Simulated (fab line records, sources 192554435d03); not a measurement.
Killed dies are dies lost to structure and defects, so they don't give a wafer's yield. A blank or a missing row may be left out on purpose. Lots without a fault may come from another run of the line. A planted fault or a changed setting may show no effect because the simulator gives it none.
fab line records | flow n5_finfet
record lots=10 wafers=26 last_day=19
route steps=1938 shown HKMG_FIN@437 BEOL_M4@1111 PASSIVATION@1936
lots that met no fault: from a run of the same line without faults
start_h: hours from the record's first day to the start of the lot's first wafer shown | wait_h: hours since the lot's step before | " the same as in the row above | L1.1+2: a row that stands for several wafers | - no value, or no start given | * or withheld: withheld | < > ~ a bound
route shown NAME@n: a module of which the file shows steps, and the number in the route of the first | usual: mean/standard deviation of fault-free wafers | same: alike in all rows | chamber/n: place in a boat | sites: the reading at each site | _std_site: their standard deviation | _edge_site: outer sites' mean less inner sites' | radius_mm: how far each site lies from the wafer's centre | mask NAME#n: copy n | behind: the tool/chamber that last shaped the wafer | hold: why the lot was held/for how many hours/how that ended | device: the transistor (n, p or np) that didn't switch | end of line: the same wafers' tests at the end of the route | a step without rows: its recipe alone | killed: dies lost to structure and defects at the first sort, not the wafer's yield | map: a wafer's dies, x killed, . not, _ none there
set.NAME: the setting as run; set.NAME@STEP: as run at that earlier step | model.NAME: the simulator's own value behind a step, which no gauge read
steps of the route over a sample of lots; a table a step, a row a wafer
services: from which hour (start_h, from the record's first day; less than 0 if before it) a tool's chamber was out of use, for how many hours, and why
## steps
# step N5_HKMG_FIN_STRIP_34
# recipe chemistry=CF4 resist=SiARC power_w=300 bias_power_w=75 pressure_mtorr=50 cf4_flow_sccm=150 rf_frequency_hz=6e+07
# usual drypump_motor_current_A=5.5/0.51 oes_product_au=0.77/0.082 rf_vpp_V=271.7/1.2 showerhead_plenum_p_Torr=1.81/0.04 throttle_valve_pct=13.6/0.33
# columns lot.wafer tool chamber start_h wait_h drypump_motor_current_A oes_product_au rf_hours_counter_h rf_vpp_V showerhead_plenum_p_Torr throttle_valve_pct
L373.1 rie_diel-06 2 80.00 0.0 5.4 0.70 230 273.2 1.82 13.8
L373.5 " 0 " " 5.3 0.77 - 271.5 1.86 13.7
L373.6 " 3 " " 4.8 0.97 - 271.2 1.77 13.0
L374.2 rie_diel-02 1 86.42 0.0 5.7 0.78 101 270.8 1.79 13.6
L374.5 " 3 " " 5.3 0.70 - 272.6 1.87 14.1
L374.6 " 2 " " 5.1 0.73 - 273.5 1.85 13.6
L375.4 rie_diel-06 0 94.79 0.0 5.3 0.77 148 272.0 1.86 13.7
L375.5 " 3 " " 4.8 0.97 - 271.5 1.77 13.0
L375.6 " 2 " " 5.4 0.70 - 272.4 1.82 13.8
L384.1 rie_diel-05 2 148.60 0.0 5.9 0.86 46 270.5 1.76 13.3
L384.5 " 0 " " 6.3 0.79 - 267.6 1.73 13.5
L387.3 rie_diel-06 1 161.26 0.0 6.5 0.82 70 270.3 1.79 13.0
L387.5 " 1 " " 6.4 0.82 - 270.3 1.79 13.0
L389.1 rie_diel-02 2 169.99 0.0 5.1 0.71 191 273.2 1.84 13.7
L389.2 " 3 " " 5.3 0.68 247 273.0 1.86 14.1
L389.6 " 2 " " 5.1 0.71 - 272.2 1.84 13.7
L391.2 rie_diel-05 0 183.95 0.0 6.3 0.78 120 269.8 1.73 13.5
L391.4 " 1 " " 4.9 0.71 186 269.4 1.78 13.4
L391.6 " 1 " " 4.9 0.71 - 271.2 1.78 13.5
L394.1 rie_diel-02 3 203.62 0.0 5.3 0.95 2 271.8 1.86 13.7
L394.4 " 1 " " 5.8 0.75 144 271.7 1.78 13.7
L395.1 rie_diel-02 2 207.84 0.0 5.1 0.70 206 271.9 1.84 13.7
L395.3 " 3 " " 5.3 0.93 4 272.6 1.86 13.7
L395.5 " 2 " " 5.1 0.69 - 272.8 1.83 13.7
L396.4 rie_diel-05 1 214.15 0.0 4.9 0.71 - 270.9 1.78 13.5
L396.5 " 0 " " 6.3 0.78 - 270.0 1.73 13.5
# step N5_HKMG_FIN_ALD_91
# recipe material=TiN target_thk_a=10 temp_c=400 ald_precursor_family=TiCl4 ald_co_reactant=NH3 pulse_time_s=1 purge_time_s=3 co_reactant_purge_time_s=2 co_reactant_pulse_time_s=2 ald_cycles=47 pressure_torr=3
# usual ald_cycles=47/0 heater_power_w=852/120 precursor_pulse_height_rel=0.997/0.019
# columns lot.wafer tool chamber start_h wait_h ald_cycles heater_power_w precursor_pulse_height_rel
L373.1 ald_metal-03 0 80.70 0.3 47 802 0.957
L373.5 " 1 " " 47 936 1.007
L373.6 " 2 " " 47 948 0.983
L374.2 ald_metal-03 0 87.12 0.3 47 797 0.991
L374.5 " 3 " " 47 800 0.984
L374.6 " 0 " " 47 815 0.989
L375.4 ald_metal-02 2 95.50 0.1 47 736 1.029
L375.5 " 0 " " 47 679 1.000
L375.6 " 3 " " 47 871 1.020
L384.1 ald_metal-01 0 149.30 0.3 47 967 0.971
L384.5 " 1 " " 33 786 1.006
L387.3 ald_metal-03 1 161.96 0.1 47 919 1.003
L387.5 " 1 " " 47 933 1.002
L389.1 ald_metal-02 2 170.69 0.3 47 720 0.972
L389.2 " 3 " " 47 850 0.975
L389.6 " 0 " " 47 698 1.008
L391.2 ald_metal-02 2 184.65 0.3 47 723 0.979
L391.4 " 1 " " 47 843 0.964
L391.6 " 2 " " 47 743 1.021
L394.1 ald_metal-02 0 204.32 0.3 47 700 1.040
L394.4 " 3 " " 47 874 0.978
L395.1 ald_metal-02 2 208.55 0.3 47 747 0.992
L395.3 " 0 " " 47 685 0.992
L395.5 " 2 " " 47 741 1.030
L396.4 ald_metal-02 2 214.84 0.1 47 733 1.013
L396.5 " 3 " " 47 853 0.996
# step N5_HKMG_FIN_STRIP_88
# recipe chemistry=N2/H2 power_w=2500 temp_c=300 h2_frac=0.65 time_s=360 pressure_mtorr=withheld n2_flow_sccm=1750 h2_flow_sccm=3250
# usual drypump_motor_current_A=5.7/0.4 heater_power_w=471/29
# columns lot.wafer tool chamber start_h wait_h drypump_motor_current_A heater_power_w rf_hours_counter_h
L373.1 plasma_asher-02 0 81.29 0.0 6.4 482 30
L373.5 " 1 " " 5.6 521 -
L373.6 " 0 " " 6.4 487 -
L374.2 plasma_asher-02 0 87.71 0.0 6.4 476 32
L374.5 " 0 " " 6.4 471 -
L374.6 " 1 " " 5.6 510 -
L375.4 plasma_asher-02 0 96.57 0.1 6.4 484 -
L375.5 " 0 " " 6.4 480 -
L375.6 " 1 " " 5.6 512 -
L384.1 plasma_asher-01 1 149.98 0.0 5.4 464 104
L384.5 " 0 " " 5.6 437 -
L387.3 plasma_asher-01 1 162.67 0.1 5.3 457 -
L387.5 " 1 " " 5.4 478 -
L389.1 plasma_asher-01 0 171.28 0.0 5.5 430 109
L389.2 " 1 " " 5.4 463 109
L389.6 " 0 " " 5.6 425 -
L391.2 plasma_asher-02 1 185.36 0.0 5.5 512 50
L391.4 " 1 " " 5.6 504 -
L391.6 " 1 " " 5.6 517 -
L394.1 plasma_asher-02 1 204.97 0.0 5.6 510 53
L394.4 " 1 " " 5.6 514 -
L395.1 plasma_asher-01 1 209.13 0.0 5.4 455 117
L395.3 " 0 " " 5.5 430 -
L395.5 " 1 " " 5.3 465 -
L396.4 plasma_asher-02 1 215.56 0.1 5.6 508 -
L396.5 " 0 " " 6.4 486 -
# step N5_HKMG_FIN_W_FILL_22
# recipe material=W target_thk_a=600 temp_c=400 pressure_torr=39.4 time_s=18.2
# usual heater_power_w=913/100 throttle_valve_pct=19.2/0.71
# columns lot.wafer tool chamber start_h wait_h heater_power_w throttle_valve_pct
L373.1 cvd_w-02 1 83.28 0.0 938 18.1
L373.5 " 0 " " 997 19.7
L373.6 " 1 " " 941 18.3
L374.2 cvd_w-02 1 89.70 0.0 941 18.4
L374.5 " 1 " " 903 18.4
L374.6 " 0 " " 998 19.7
L375.4 cvd_w-01 0 98.46 0.0 975 18.6
L375.5 " 0 " " 977 18.8
L375.6 " 1 " " 745 19.8
L384.1 cvd_w-02 0 152.09 0.0 1008 20.1
L384.5 " 0 " " 999 20.0
L387.3 cvd_w-02 0 164.85 0.0 974 20.3
L387.5 " 0 " " 1019 20.2
L389.1 cvd_w-01 1 173.33 0.1 734 19.6
L389.2 " 1 " " 730 19.8
L389.6 " 1 " " 716 20.1
L391.2 cvd_w-02 0 187.35 0.0 1005 20.4
L391.4 " 1 " " 931 18.5
L391.6 " 0 " " 1021 20.1
L394.1 cvd_w-01 0 206.96 0.0 961 18.9
L394.4 " 0 " " 964 18.8
L395.1 cvd_w-01 0 211.12 0.0 973 19.2
L395.3 " 1 " " 720 20.0
L395.5 " 1 " " 729 20.0
L396.4 cvd_w-02 0 217.43 0.0 984 20.2
L396.5 " 0 " " 1034 20.1
# step N5_BEOL_M4_RC_MEAS_101
# usual DIBL_N=36.5/2.2 DIBL_P=36.9/2.9 IOFF_N=0.17/0.044 IOFF_N_85C=3.2/0.72 IOFF_N_LIN=0.076/0.017 IOFF_N_LONG=5.47e-05/2.6e-06 IOFF_P=0.22/0.052 IOFF_P_LONG=0.000104/9.8e-06 ION_N=671/16 ION_P=461/10 SS_N=71.6/0.73 SS_P=73.5/0.79 VT_N=250/4.1 VT_N_LONG=275.1/2.3 VT_N_LVT=98/4.6 VT_P=-250/4.1 VT_P_LONG=-275/3.1 VT_P_LVT=-98/4
# columns lot.wafer tool chamber start_h wait_h DIBL_N[mV/V] DIBL_P[mV/V] IOFF_N[nA/um] IOFF_N_85C[nA/um] IOFF_N_LIN[nA/um] IOFF_N_LONG[nA/um] IOFF_P[nA/um] IOFF_P_LONG[nA/um] ION_N[uA/um] ION_P[uA/um] SS_N[mV/dec] SS_P[mV/dec] VT_N[mV] VT_N_LONG[mV] VT_N_LVT[mV] VT_P[mV] VT_P_LONG[mV] VT_P_LVT[mV]
L373.1 prober-01 0 178.63 0.0 34.2 34.7 0.12 2.4 0.060 5.22e-05 0.16 0.0001 667 455 70.9 72.1 253 277.1 101 -255 -278 -103
L373.5 " 0 " " 35.1 37.1 0.13 2.6 0.065 5.24e-05 0.19 9.6e-05 674 463 71.0 72.9 252 278.6 100 -254 -281 -100
L373.6 " 0 " " 32.4 30.0 0.09 1.9 0.044 5.41e-05 0.10 9.1e-05 647 440 70.4 71.1 260 275.4 106 -262 -278 -109
L374.2 prober-02 0 196.53 0.2 35.9 36.2 0.15 2.9 0.072 5.47e-05 0.21 0.000116 666 459 70.7 73.0 249 272.8 100 -249 -274 -98
L374.5 " 0 " " 36.7 36.3 0.15 3.0 0.071 5.57e-05 0.20 0.000113 656 453 71.3 73.7 250 273.7 101 -252 -275 -99
L374.6 " 0 " " 35.2 36.0 0.14 2.7 0.065 5.5e-05 0.21 0.000107 664 461 71.9 73.2 253 278.4 102 -248 -274 -98
L375.4 prober-01 0 203.46 0.5 34.2 34.5 0.11 2.4 0.055 5.31e-05 0.18 0.000111 655 451 71.1 72.1 258 275.4 104 -254 -274 -102
L375.5 " 0 " " 37.0 38.1 0.16 3.2 0.071 5.24e-05 0.22 0.0001 655 448 72.2 73.3 250 275.3 99 -252 -274 -100
L375.6 " 0 " " 35.7 37.1 0.13 2.7 0.063 5.19e-05 0.21 0.000107 668 463 71.2 72.9 252 279.1 102 -251 -273 -100
L384.1 prober-01 0 260.88 0.0 33.4 32.6 0.11 2.3 0.054 5.26e-05 0.14 9.5e-05 661 448 70.1 73.1 256 277.9 101 -258 -278 -104
L384.5 " 0 " " 32.8 31.6 0.36 6.3 0.191 0.0001595 0.09 6.6e-05 726 432 69.6 72.7 218 240.7 66 -269 -292 -115
L387.3 prober-02 0 268.87 0.3 35.5 35.7 0.13 2.8 0.064 4.99e-05 0.18 8.9e-05 670 458 71.1 73.5 252 277.4 102 -253 -281 -102
L387.5 " 0 " " 36.0 36.9 0.14 3.0 0.066 4.88e-05 0.20 8.9e-05 668 454 71.4 73.4 254 279.4 102 -252 -279 -102
L389.1 prober-02 0 286.97 0.0 38.1 37.6 0.21 3.8 0.093 5.74e-05 0.26 0.000103 680 465 71.9 73.6 245 272.0 93 -246 -275 -96
L389.2 " 0 " " 38.3 38.7 0.21 4.0 0.095 5.54e-05 0.26 9.7e-05 685 468 72.3 74.0 244 273.2 94 -249 -277 -96
L389.6 " 0 " " 37.2 37.2 0.20 3.7 0.089 5.75e-05 0.24 0.000105 688 465 71.7 73.9 246 272.8 94 -249 -278 -96
L391.2 prober-01 0 297.22 0.2 32.5 32.7 0.11 2.2 0.055 5.19e-05 0.14 8.7e-05 658 455 69.8 71.9 252 273.6 101 -255 -279 -104
L391.4 " 0 " " 40.5 41.8 0.22 4.1 0.093 5.21e-05 0.26 0.000104 677 461 72.3 75.3 247 278.5 96 -249 -278 -98
L391.6 " 0 " " 35.3 35.7 0.14 2.7 0.065 5.14e-05 0.18 9.1e-05 657 453 70.3 73.5 251 277.5 100 -253 -280 -102
L395.1 prober-01 0 317.82 0.0 35.3 35.5 0.14 2.7 0.067 5.28e-05 0.18 9.6e-05 666 461 70.9 73.1 250 275.8 99 -252 -277 -100
L395.3 " 0 " " 38.1 38.7 0.18 3.4 0.080 5.38e-05 0.23 9.8e-05 674 463 71.7 74.3 247 275.2 96 -249 -274 -97
L395.5 " 0 " " 37.8 39.4 0.17 3.3 0.078 5.33e-05 0.25 9.6e-05 668 461 71.4 74.4 248 278.2 97 -252 -275 -96
L394.1 prober-02 0 318.22 0.0 38.1 37.4 0.16 3.1 0.070 5.1e-05 0.24 9.2e-05 648 447 71.6 74.0 252 276.4 101 -250 -278 -101
L394.4 " 0 " " 36.0 34.1 0.12 2.4 0.056 5.19e-05 0.16 9.6e-05 654 448 71.5 72.8 256 279.0 105 -254 -276 -103
L396.4 prober-01 0 340.80 0.5 40.2 42.9 0.23 4.2 0.099 5.4e-05 0.29 9.7e-05 669 456 72.3 74.7 248 276.3 95 -247 -274 -97
L396.5 " 0 " " 42.3 44.0 0.28 5.1 0.115 5.53e-05 0.33 9.7e-05 702 471 73.4 75.0 242 276.1 94 -243 -276 -95
# step N5_PASSIVATION_PROBE_49
# usual defect_limited_yield=91.3/1.4 killed_at_M0_to_M3=36/10 killed_at_M4_up=13/5.4 killed_at_contacts=12/5.3 killed_at_front_end=39/10 killed_at_other=3.2/2.7 killed_dies=103/16 killed_open=68/13 killed_short=33/6.6 sort_bin_4_leakage=0.01/0.031 sort_bin_5_function=5.1/0.92 sort_bin_6_memory=3.3/0.68 sort_bin_8_speed=0.1/0.41 sort_n_pass=1077/17 sort_yield_pct=91.2/1.4
# same gross_dies=1180 killed_at_back_side=0
# columns lot.wafer tool chamber start_h wait_h defect_limited_yield[%] killed_at_M0_to_M3 killed_at_M4_up killed_at_contacts killed_at_front_end killed_at_other killed_dies killed_open killed_short sort_bin_4_leakage[%] sort_bin_5_function[%] sort_bin_6_memory[%] sort_bin_8_speed[%] sort_n_pass sort_yield_pct[%]
L384.1 prober-02 - 380.80 0.0 90.8 50 18 5 33 3 109 61 46 0 5.1 3.8 0 1071 90.8
L384.5 prober-02 - 381.00 0.2 89.2 46 15 7 58 2 128 84 41 8.31 6.8 3.6 16.4 761 64.5
# killed by level:class
L384.1 BEOL_M0_SAQP:geometric_particle:short=18 BEOL_M0_SAQP:geometric_particle:open=12 BEOL_M1:geometric_particle:open=8 STI_FIN_REVEAL:geometric_particle:open=8 BEOL_M4:geometric_particle:open=7 BEOL_M3:geometric_particle:open=6 STARTING-WAFER:geometric_particle:short=5 FIN_SAQP:geometric_particle:open=4
L384.5 FIN_SAQP:geometric_particle:short=16 FIN_SAQP:geometric_particle:open=14 BEOL_M3:geometric_particle:open=11 STI_FIN_REVEAL:geometric_particle:open=10 BEOL_M1:geometric_particle:open=9 BEOL_M2:geometric_particle:open=7 GATE_CUT:geometric_particle:short=6 BEOL_M0_SAQP:geometric_particle:open=6
## services
# columns tool chamber start_h hours kind
rie_diel-06 3 61.57 - clean
rie_diel-06 3 61.57 - consumable_replace:focus_ring
rie_diel-06 3 61.57 14.3 scheduled_down
rie_diel-06 3 61.57 14.3 vent_cycle
ald_metal-03 0 69.48 4.2 repair
rie_diel-06 3 89.22 5.0 repair
cvd_w-02 - 95.18 1.2 repair
rie_diel-05 1 121.32 1.8 repair
cvd_w-01 - 131.96 6.9 pm
ald_metal-02 - 136.53 2.8 pm
plasma_asher-02 - 144.48 0.7 repair
rie_diel-06 2 144.60 - clean
rie_diel-06 2 144.60 - consumable_replace:focus_ring
plasma_asher-02 - 170.78 1.3 repair
cvd_w-01 0 170.86 3.5 repair
rie_diel-06 1 173.12 2.4 repair
rie_diel-06 0 174.16 8.3 repair
rie_diel-02 3 177.94 - clean
rie_diel-02 3 177.94 - consumable_replace:focus_ring
rie_diel-02 3 177.94 17.6 scheduled_down
rie_diel-02 3 177.94 17.6 vent_cycle
ald_metal-03 2 203.26 5.1 repair
rie_diel-05 3 211.18 8.2 repair
cvd_w-01 0 213.84 1.6 repair
## key
first_sign step=N5_HKMG_FIN_ALD_91 reading=ald_cycles direction=down sigmas=99+ usual=* struck=*
effect step=N5_BEOL_M4_RC_MEAS_101 reading=IOFF_N_LONG direction=up sigmas=40 usual=5.47e-05 struck=0.0001595
effect step=N5_BEOL_M4_RC_MEAS_101 reading=VT_N_LONG direction=down sigmas=15 usual=275.1 struck=240.7
effect step=N5_BEOL_M4_RC_MEAS_101 reading=VT_N direction=down sigmas=7.7 usual=250 struck=218
effect step=N5_BEOL_M4_RC_MEAS_101 reading=VT_N_LVT direction=down sigmas=7.1 usual=98 struck=66
effect step=N5_BEOL_M4_RC_MEAS_101 reading=IOFF_N_LIN direction=up sigmas=6.8 usual=0.076 struck=0.191
effect step=N5_BEOL_M4_RC_MEAS_101 reading=VT_P_LONG direction=down sigmas=5.4 usual=-275 struck=-292
effect step=N5_BEOL_M4_RC_MEAS_101 reading=VT_P direction=down sigmas=4.7 usual=-250 struck=-269
effect step=N5_BEOL_M4_RC_MEAS_101 reading=IOFF_N direction=up sigmas=4.5 usual=0.17 struck=0.36
effect step=N5_BEOL_M4_RC_MEAS_101 reading=IOFF_N_85C direction=up sigmas=4.3 usual=3.2 struck=6.3
effect step=N5_BEOL_M4_RC_MEAS_101 reading=VT_P_LVT direction=down sigmas=4.2 usual=-98 struck=-115
effect step=N5_BEOL_M4_RC_MEAS_101 reading=IOFF_P_LONG direction=down sigmas=3.9 usual=0.000104 struck=6.6e-05
effect step=N5_BEOL_M4_RC_MEAS_101 reading=ION_N direction=up sigmas=3.4 usual=671 struck=726
effect step=N5_PASSIVATION_PROBE_49 reading=sort_bin_4_leakage direction=up sigmas=98 usual=0.01 struck=8.31
met_at N5_HKMG_FIN_ALD_91
struck_lots L384
struck_wafers L384.5
not_acting_at N5_HKMG_FIN_STRIP_34,N5_HKMG_FIN_STRIP_88,N5_HKMG_FIN_W_FILL_22
fault kind=process_parameter_drift tool=ald_metal-01 chamber=- onset_h=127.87 steps=N5_HKMG_FIN_ALD_91 channel=ald_cycles offset=* shape=step end_h=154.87 scope=struck_wafers_only acts_in=* stated=*
